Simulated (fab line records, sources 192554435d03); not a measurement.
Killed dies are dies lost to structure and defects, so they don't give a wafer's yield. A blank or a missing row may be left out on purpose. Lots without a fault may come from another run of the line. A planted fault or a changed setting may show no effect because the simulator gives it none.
Which tool did it? | flow n5_finfet | 8 lots, 24 wafers sampled, at 7 steps of a route of 1938

WHAT THE GAUGES READ, wafer by wafer
N5_MOL_CONTACT_COAG_CD_MEAS_137: target cd 16 nm. Usual: cd_nm 16.0 nm, standard deviation 0.36.
lot  | measured     | on        | cd_nm (nm)     | flag
L438 | day 7 09:40  | cd_sem-02 | - - -          | OFF
L439 | day 7 16:08  | cd_sem-01 | - - -          | OFF
L443 | day 8 18:05  | cd_sem-03 | 15.7 15.7 15.8 |
L445 | day 9 02:12  | cd_sem-03 | 16.1 16.4 16.4 |
L447 | day 9 18:38  | cd_sem-03 | 16.1 15.8 16.0 |
L449 | day 10 07:58 | cd_sem-02 | 16.0 15.7 15.8 |
L450 | day 10 10:11 | cd_sem-01 | 16.7 16.3 15.8 |
L452 | day 10 20:45 | cd_sem-02 | 16.6 16.3 15.7 |

N5_BEOL_M4_RC_MEAS_101. Usual: DIBL_N 35.8 mV/V, standard deviation 1.8; DIBL_P 35.6 mV/V, standard deviation 2; IOFF_N 0.148 nA/um, standard deviation 0.028; IOFF_P 0.20 nA/um, standard deviation 0.034; ION_N 672 uA/um, standard deviation 12; ION_P 462 uA/um, standard deviation 8.5; SS_N 71.2 mV/dec, standard deviation 0.65; SS_P 73.1 mV/dec, standard deviation 0.67; VT_N 251 mV, standard deviation 3.3; VT_P -251 mV, standard deviation 3.8.
lot  | measured     | on        | DIBL_N (mV/V)  | DIBL_P (mV/V)  | IOFF_N (nA/um)    | IOFF_P (nA/um) | ION_N (uA/um) | ION_P (uA/um) | SS_N (mV/dec)  | SS_P (mV/dec)  | VT_N (mV)   | VT_P (mV)      | flag
L443 | day 11 04:51 | prober-01 | 34.9 34.6 34.2 | 35.3 34.7 35.1 | 0.141 0.142 0.134 | 0.21 0.21 0.21 | 672 671 673   | 466 473 463   | 71.2 70.9 70.0 | 72.7 72.8 72.3 | 251 252 249 | -248 -251 -251 |
L445 | day 11 22:31 | prober-01 | 37.7 34.0 33.2 | 38.3 33.9 32.5 | 0.189 0.121 0.106 | 0.22 0.17 0.14 | 685 668 656   | 463 460 452   | 71.8 71.3 70.4 | 74.0 72.1 72.6 | 249 255 255 | -252 -254 -257 |
L447 | day 12 03:19 | prober-01 | 38.5 35.8 35.6 | 39.8 34.5 36.1 | 0.191 0.137 0.146 | 0.25 0.17 0.18 | 679 663 683   | 463 454 466   | 72.1 71.6 71.5 | 73.7 73.0 73.1 | 248 252 251 | -248 -252 -255 |
L449 | day 12 19:14 | prober-02 | 36.4 39.3 37.4 | 33.2 36.0 35.8 | 0.145 0.208 0.170 | 0.16 0.19 0.20 | 671 659 685   | 454 443 459   | 71.8 72.7 71.3 | 73.0 73.9 73.8 | 253 249 249 | -257 -253 -250 |
L450 | day 13 02:19 | prober-01 | 38.6 37.8 38.0 | 41.2 39.5 39.9 | 0.200 0.181 0.183 | 0.27 0.24 0.25 | 678 684 682   | 464 462 472   | 72.5 71.2 72.0 | 74.2 73.9 74.1 | 245 247 250 | -247 -249 -247 |
L452 | day 13 22:43 | prober-02 | 34.5 35.1 35.3 | 34.1 35.6 35.2 | 0.145 0.163 0.164 | 0.19 0.21 0.21 | 673 687 692   | 471 470 469   | 70.7 70.5 70.9 | 72.4 72.9 72.9 | 249 246 247 | -249 -247 -247 |

WHICH TOOL RAN EACH LOT (tool, then ch and the chambers of the sampled wafers, then the start)
lot  | N5_MOL_CONTACT_COAG_ANNEAL_113   | N5_MOL_CONTACT_COAG_PRE_CLEAN_142 | N5_MOL_CONTACT_COAG_ALD_123       | N5_MOL_CONTACT_COAG_ETCH_90        | N5_MOL_CONTACT_COAG_ETCHBACK_132
L438 | rtp_anneal-01 ch 0, day 7 02:08  | pvd_sputter-03, day 7 03:59       | ald_sin-01 ch 0,1,3, day 7 07:35  | rie_diel-05 ch 1,2,3, day 7 08:53  | rie_diel-05 ch 0,2,3, day 7 09:10
L439 | rtp_anneal-01 ch 0, day 7 10:06  | pvd_sputter-01, day 7 11:15       | ald_sin-04 ch 0,1,3, day 7 14:22  | rie_diel-06 ch 0,1,3, day 7 15:23  | rie_diel-06 ch 0,1,3, day 7 15:39
L443 | rtp_anneal-02 ch 0, day 8 08:26  | pvd_sputter-03, day 8 11:13       | ald_sin-04 ch 1,3, day 8 15:55    | rie_diel-06 ch 0,2,3, day 8 17:07  | rie_diel-03 ch 0,1,3, day 8 17:35
L445 | rtp_anneal-01 ch 0, day 8 19:12  | pvd_sputter-03, day 8 20:26       | ald_sin-04 ch 0,1,3, day 9 00:00  | rie_diel-05 ch 0,1,2, day 9 01:08  | rie_diel-05 ch 0,1,3, day 9 01:43
L447 | rtp_anneal-01 ch 0, day 9 11:38  | pvd_sputter-02, day 9 13:31       | ald_sin-01 ch 0,2,3, day 9 16:34  | rie_diel-05 ch 0,1,3, day 9 17:46  | rie_diel-05 ch 0,1,3, day 9 18:06
L449 | rtp_anneal-02 ch 0, day 10 01:07 | pvd_sputter-03, day 10 02:29      | ald_sin-02 ch 0,1,2, day 10 05:47 | rie_diel-05 ch 0,1,3, day 10 06:56 | rie_diel-03 ch 1,2,3, day 10 07:27
L450 | rtp_anneal-01 ch 0, day 10 01:50 | pvd_sputter-01, day 10 04:32      | ald_sin-01 ch 0,1,3, day 10 08:21 | rie_diel-06 ch 1,2,3, day 10 09:25 | rie_diel-03 ch 1,2, day 10 09:41
L452 | rtp_anneal-01 ch 0, day 10 13:02 | pvd_sputter-02, day 10 15:27      | ald_sin-01 ch 0,1,2, day 10 18:25 | rie_diel-06 ch 1,3, day 10 19:45   | rie_diel-03 ch 0,1,2, day 10 20:16
- N5_MOL_CONTACT_COAG_ANNEAL_113: time 300 s.
- N5_MOL_CONTACT_COAG_PRE_CLEAN_142: time 60 s.
- N5_MOL_CONTACT_COAG_ALD_123: deposits SiNx, target thk 5 nm, pulse time 1 s, purge time 2 s.
- N5_MOL_CONTACT_COAG_ETCH_90: etches SiARC in CF4, target depth 13 nm, time 21.7 s.
- N5_MOL_CONTACT_COAG_ETCHBACK_132: etches SiO2 in CHF3, target depth 10 nm, time 6.7 s.

WHAT THE TOOLS THEMSELVES READ (means of the sampled wafers that have a number; where no wafer has one, the mark that the record gives instead)
N5_MOL_CONTACT_COAG_ANNEAL_113. Usual: lamp_power_pct 2.69 %, standard deviation 0.2; wafer_temp_C_max 401.7, standard deviation 0.39.
lot  | tool          | lamp_power_pct (%) | wafer_temp_C_max | flag
L438 | rtp_anneal-01 | 2.50               | 402.3            |
L439 | rtp_anneal-01 | 2.50               | 401.2            |
L443 | rtp_anneal-02 | 2.91               | 401.6            |
L445 | rtp_anneal-01 | 2.50               | 401.7            |
L447 | rtp_anneal-01 | 2.50               | 401.9            |
L449 | rtp_anneal-02 | 2.91               | 401.7            |
L450 | rtp_anneal-01 | 2.51               | 401.9            |
L452 | rtp_anneal-01 | 2.50               | 401.7            |

N5_MOL_CONTACT_COAG_PRE_CLEAN_142. Usual: heater_power_w 506 W, standard deviation 70.
lot  | tool           | heater_power_w (W) | flag
L438 | pvd_sputter-03 | 499                |
L439 | pvd_sputter-01 | 538                |
L443 | pvd_sputter-03 | 493                |
L445 | pvd_sputter-03 | 501                |
L447 | pvd_sputter-02 | 526                |
L449 | pvd_sputter-03 | 501                |
L450 | pvd_sputter-01 | 531                |
L452 | pvd_sputter-02 | 467                |

N5_MOL_CONTACT_COAG_ALD_123. Usual: heater_power_w 806 W, standard deviation 68; precursor_pulse_height_rel 1.000, standard deviation 0.018.
lot  | tool       | heater_power_w (W) | precursor_pulse_height_rel | flag
L438 | ald_sin-01 | 836                | 1.012                      |
L439 | ald_sin-04 | 795                | 0.979                      |
L443 | ald_sin-04 | 836                | 0.992                      |
L445 | ald_sin-04 | 809                | 0.992                      |
L447 | ald_sin-01 | 857                | 1.003                      |
L449 | ald_sin-02 | 835                | 0.995                      |
L450 | ald_sin-01 | 824                | 0.999                      |
L452 | ald_sin-01 | 813                | 0.984                      |

N5_MOL_CONTACT_COAG_ETCH_90. Usual: bias_w 35.99 W, standard deviation 0.12; cf4_flow_sccm 100.02 sccm, standard deviation 0.28; drypump_motor_current_A 5.6 A, standard deviation 0.43; etch_rf_on_time_s 21.6 s, standard deviation 0.48; oes_product_au 0.66 a.u., standard deviation 0.075; rf_vpp_V 184.0 V, standard deviation 1.1; showerhead_plenum_p_Torr 2.13 Torr, standard deviation 0.066; throttle_valve_pct 15.57 %, standard deviation 0.17.
lot  | tool        | bias_w (W) | cf4_flow_sccm (sccm) | drypump_motor_current_A (A) | etch_rf_on_time_s (s) | oes_product_au (a.u.) | rf_vpp_V (V) | showerhead_plenum_p_Torr (Torr) | throttle_valve_pct (%) | flag
L438 | rie_diel-05 | -          | -                    | -                           | -                     | -                     | -            | -                               | -                      | OFF
L439 | rie_diel-06 | -          | -                    | -                           | -                     | -                     | -            | -                               | -                      | OFF
L443 | rie_diel-06 | 35.97      | 100.02               | 5.7                         | 22.0                  | 0.68                  | 184.5        | 2.17                            | 15.58                  |
L445 | rie_diel-05 | 36.03      | 100.28               | 5.5                         | 21.5                  | 0.63                  | 184.0        | 2.15                            | 15.58                  |
L447 | rie_diel-05 | 36.01      | 99.80                | 5.4                         | 21.4                  | 0.67                  | 184.4        | 2.11                            | 15.67                  |
L449 | rie_diel-05 | 35.99      | 99.90                | 5.4                         | 21.4                  | 0.66                  | 184.9        | 2.11                            | 15.67                  |
L450 | rie_diel-06 | 35.96      | 99.98                | 5.8                         | 22.0                  | 0.68                  | 184.9        | 2.15                            | 15.45                  |
L452 | rie_diel-06 | 36.03      | 99.89                | 5.7                         | 21.4                  | 0.63                  | 184.3        | 2.10                            | 15.48                  |

N5_MOL_CONTACT_COAG_ETCHBACK_132. Usual: drypump_motor_current_A 5.7 A, standard deviation 0.41; oes_product_au 0.78 a.u., standard deviation 0.085; rf_vpp_V 526 V, standard deviation 9.9; showerhead_plenum_p_Torr 2.36 Torr, standard deviation 0.068; throttle_valve_pct 18.69 %, standard deviation 0.15.
lot  | tool        | drypump_motor_current_A (A) | oes_product_au (a.u.) | rf_vpp_V (V) | showerhead_plenum_p_Torr (Torr) | throttle_valve_pct (%) | flag
L438 | rie_diel-05 | 5.5                         | 0.30                  | 527          | 2.39                            | 18.59                  | OFF
L439 | rie_diel-06 | 5.6                         | 0.28                  | 527          | 2.37                            | 18.57                  | OFF
L443 | rie_diel-03 | 5.7                         | 0.89                  | 531          | 2.35                            | 18.68                  |
L445 | rie_diel-05 | 5.4                         | 0.78                  | 521          | 2.35                            | 18.80                  |
L447 | rie_diel-05 | 5.4                         | 0.78                  | 521          | 2.35                            | 18.81                  |
L449 | rie_diel-03 | 5.7                         | 0.84                  | 530          | 2.34                            | 18.70                  |
L450 | rie_diel-03 | 5.9                         | 0.79                  | 529          | 2.32                            | 18.73                  |
L452 | rie_diel-03 | 5.9                         | 0.81                  | 528          | 2.33                            | 18.75                  |

THE ANSWER, worked out from the rows above alone
Rule: a lot is off if the mean of its wafers that have a number lies more than 3 standard deviations from the usual mean. A lot without any number at a reading at which 4 lots or more have one is off too. The other lots that the step has rows for count as sound. The gauges are gone through in route order, then the tools' own readings, and for those a lot's mean is taken as printed above. The first step at which some lot is off is used, and at that step the reading that is off furthest; a lot without a number counts as furthest.
Off: L438, L439, at N5_MOL_CONTACT_COAG_CD_MEAS_137 (cd_nm). Without a number there: L438, L439.
A tool fits if, at a process step before that reading, it ran every lot that is off, and no sound lot after the first of them. The gauges at N5_MOL_CONTACT_COAG_CD_MEAS_137 aren't tried: what is off there is off at N5_MOL_CONTACT_COAG_ETCH_90 too, on other tools, and a gauge's error can't cause that. None of those tried fits.

WHAT THE SIMULATOR HAD PUT IN
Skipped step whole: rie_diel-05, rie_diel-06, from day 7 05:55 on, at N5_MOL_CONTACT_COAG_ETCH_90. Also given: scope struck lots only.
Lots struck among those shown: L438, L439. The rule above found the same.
